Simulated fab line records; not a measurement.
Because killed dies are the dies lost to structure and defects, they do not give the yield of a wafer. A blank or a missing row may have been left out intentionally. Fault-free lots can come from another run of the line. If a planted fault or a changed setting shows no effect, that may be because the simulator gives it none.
8D (eight disciplines) problem report, filled in by code | flow n5 finfet | the parts of the form that need people (team, actions taken, sign-off) are left out

1. THE ISSUE
Mean of bias w at N5_BEOL_M7_ETCH_66: 144.3 W across 6 wafers in 2 lots; on wafers with no fault it is 150.0 W (standard deviation 0.46). Measured from the usual mean, that is -12 standard deviations.
The step: etches SOC in N2/H2, target depth 80 nm, overetch 16 nm, time 120 s.
Seen first at day 10 13:55 on rie diel-04, wafer L788.1. The record has a number at this step for 30 wafers belonging to 10 lots. By rule, "out" or "out of limits" means more than 4 standard deviations away from the usual mean. Any other wafer with a number is counted as sound.

2. WHAT THIS IS AND IS NOT
question                    | is                     | is not
which readings at this step | bias w                 | drypump motor current A, oes product au, showerhead plenum p Torr, throttle valve pct
which lots                  | L788, L792             | L785, L789, L797, L801, L802, L804, L805, L807
which wafers of those lots  | all that have a number | -
read on which tools         | rie diel-04            | rie diel-03, rie diel-06
when                        | from day 10 13:55      | up to then (3 sound wafers); but 21 sound wafers of L789, L797, L801, L802, L804, L805, L807 came after

3. WHAT RULES OUT EACH SUSPECT
Counting: a tool stays on the suspect list if, at a process step up to the reading, it processed all lots that are out and no sound lot following the first of them.
- rie diel-04 at N5_BEOL_M7_ETCH_65 (etches SiARC in CF4, target depth 15.6 nm, time 26 s): ruled out as a lasting fault. The sound lots L805 went through it after L788, its earliest lot that is out (day 10 13:53).
- rie diel-04 at N5_BEOL_M7_ETCH_66 (etches SOC in N2/H2, target depth 80 nm, overetch 16 nm, time 120 s): ruled out as a lasting fault. The sound lots L805 went through it after L788, its earliest lot that is out (day 10 13:55).
Left after counting: nothing in the record.

4. THE CAUSE (what the simulator had put in)
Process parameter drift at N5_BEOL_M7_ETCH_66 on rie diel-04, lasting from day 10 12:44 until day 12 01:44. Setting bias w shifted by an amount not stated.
Counting ruled it out, wrongly.

5. THE EFFECT CHAIN, in route order
Each row: a reading where the mean over the struck wafers with a number is more than 3 standard deviations away from the usual. Scope: only readings with a usual standard deviation given in the record; hours: median across lots of the time from each lot's start at the first step in this table that gives one to its start at this step; sigmas: change in usual standard deviations.
hours | step               | reading  | usual   | on struck wafers | change | sigmas
0     | N5_BEOL_M7_ETCH_66 | bias w   | 150.0 W | 144.3            | -5.7   | -12
0     | N5_BEOL_M7_ETCH_66 | rf vpp V | 523.9 V | 512.8            | -11.1  | -4.8
The process steps in it:
- N5_BEOL_M7_ETCH_66: etches SOC in N2/H2, target depth 80 nm, overetch 16 nm, time 120 s.

6. WHAT WOULD HAVE CAUGHT IT SOONER
In this record the first reading out of limits was taken at day 10 13:55, 1 hour after the fault began at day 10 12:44.
